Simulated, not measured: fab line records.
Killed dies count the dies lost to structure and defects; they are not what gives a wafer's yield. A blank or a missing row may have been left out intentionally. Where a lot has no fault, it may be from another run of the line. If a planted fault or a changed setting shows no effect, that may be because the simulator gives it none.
What tool caused it? | flow n5 finfet | Sampling: 11 lots, 33 wafers, 5 of 1938 route steps

WHAT THE GAUGES READ, wafer by wafer
N5_GATE_CUT_THK_MEAS_24.
lot  | measured     | on            | GC_FILL_THK (nm)
L075 | day 4 19:12  | film metro-02 | 223.8 223.0 226.3
L078 | day 5 12:54  | film metro-01 | 219.7 220.4 221.3
L080 | day 6 01:42  | film metro-01 | 219.5 219.7 217.8
L083 | day 6 20:19  | film metro-02 | 223.7 223.8 222.5
L085 | day 7 11:55  | film metro-01 | 222.5 224.2 222.3
L087 | day 8 00:06  | film metro-01 | 218.7 220.0 220.6
L089 | day 8 07:59  | film metro-02 | 222.2 220.6 220.5
L091 | day 8 20:10  | film metro-02 | 217.3 216.9 223.4
L093 | day 9 10:59  | film metro-01 | 219.3 223.0 222.1
L095 | day 10 01:47 | film metro-02 | 219.3 221.2 222.0
L096 | day 10 12:26 | film metro-02 | 219.8 221.6 219.2

TOOL THAT RAN EACH LOT (tool first, then ch and the chambers of the sampled wafers, then the start)
lot  | N5_GATE_CUT_ETCH_37                | N5_GATE_CUT_STRIP_41               | N5_GATE_CUT_STRIP_42               | N5_GATE_CUT_CUT_ETCH_54
L075 | rie diel-03 ch 0,1,3, day 4 16:39  | rie diel-03 ch 0,1,3, day 4 16:48  | rie diel-03 ch 0,1,3, day 4 16:49  | rie metal-02 ch 0,1, day 4 17:02
L078 | rie diel-03 ch 0,1, day 5 10:22    | rie diel-03 ch 0,1, day 5 10:30    | rie diel-03 ch 0,1, day 5 10:31    | rie metal-02 ch 0,1, day 5 10:44
L080 | rie diel-04 ch 0,1,3, day 5 23:07  | rie diel-04 ch 0,1,3, day 5 23:16  | rie diel-04 ch 0,1,3, day 5 23:17  | rie metal-03 ch 0,1, day 5 23:29
L083 | rie diel-03 ch 0,1, day 6 17:46    | rie diel-03 ch 0,1, day 6 17:55    | rie diel-03 ch 0,1, day 6 17:56    | rie metal-02 ch 0,1, day 6 18:10
L085 | rie diel-03 ch 0,2,3, day 7 09:20  | rie diel-03 ch 0,2,3, day 7 09:29  | rie diel-03 ch 0,2,3, day 7 09:31  | rie metal-03 ch 0,1, day 7 09:43
L087 | rie diel-04 ch 0,1,3, day 7 21:34  | rie diel-04 ch 0,1,3, day 7 21:42  | rie diel-04 ch 0,1,3, day 7 21:43  | rie metal-01 ch 0,1, day 7 21:56
L089 | rie diel-04 ch 0,1,3, day 8 05:25  | rie diel-04 ch 0,1,3, day 8 05:32  | rie diel-04 ch 0,1,3, day 8 05:34  | rie metal-03 ch 0,1, day 8 05:46
L091 | rie diel-03 ch 0,1, day 8 15:49    | rie diel-03 ch 0,1, day 8 15:57    | rie diel-03 ch 0,1, day 8 15:58    | rie metal-03 ch 0,1, day 8 16:11
L093 | rie diel-03 ch 1,2,3, day 9 08:25  | rie diel-03 ch 1,2,3, day 9 08:34  | rie diel-03 ch 1,2,3, day 9 08:35  | rie metal-02 ch 0,1, day 9 08:47
L095 | rie diel-03 ch 0,1, day 9 23:14    | rie diel-03 ch 0,1, day 9 23:22    | rie diel-03 ch 0,1, day 9 23:23    | rie metal-01 ch 0,1, day 9 23:36
L096 | rie diel-04 ch 0,1,3, day 10 08:31 | rie diel-04 ch 0,1,3, day 10 08:40 | rie diel-04 ch 0,1,3, day 10 08:41 | rie metal-02 ch 0,1, day 10 08:54
- N5_GATE_CUT_ETCH_37: etches SOC in N2/H2, target depth 60 nm, overetch 12 nm, time 90 s.
- N5_GATE_CUT_STRIP_41: strips in CF4.
- N5_GATE_CUT_STRIP_42: strips in O2.
- N5_GATE_CUT_CUT_ETCH_54: etches TiN in Cl2/BCl3, target depth 96.7 nm.

THE ANSWER, worked out from the rows above alone
Rule: usual is defined by the lots themselves. Put in order of their means at a reading, lots are off if they are a third of the lots or fewer, leave a main group of 4 or more, and stand apart from it by a gap of 3 or more times the standard deviation of the main group's means; of several such gaps the widest counts. If all means in a main group match to the digits the tables above print for the reading, that group is not used. A lot without any number at a reading at which 4 lots or more have one is off too. The other lots that the step has rows for count as sound.
Nothing can be told from this: no lot is off at any reading shown.

WHAT THE SIMULATOR HAD PUT IN
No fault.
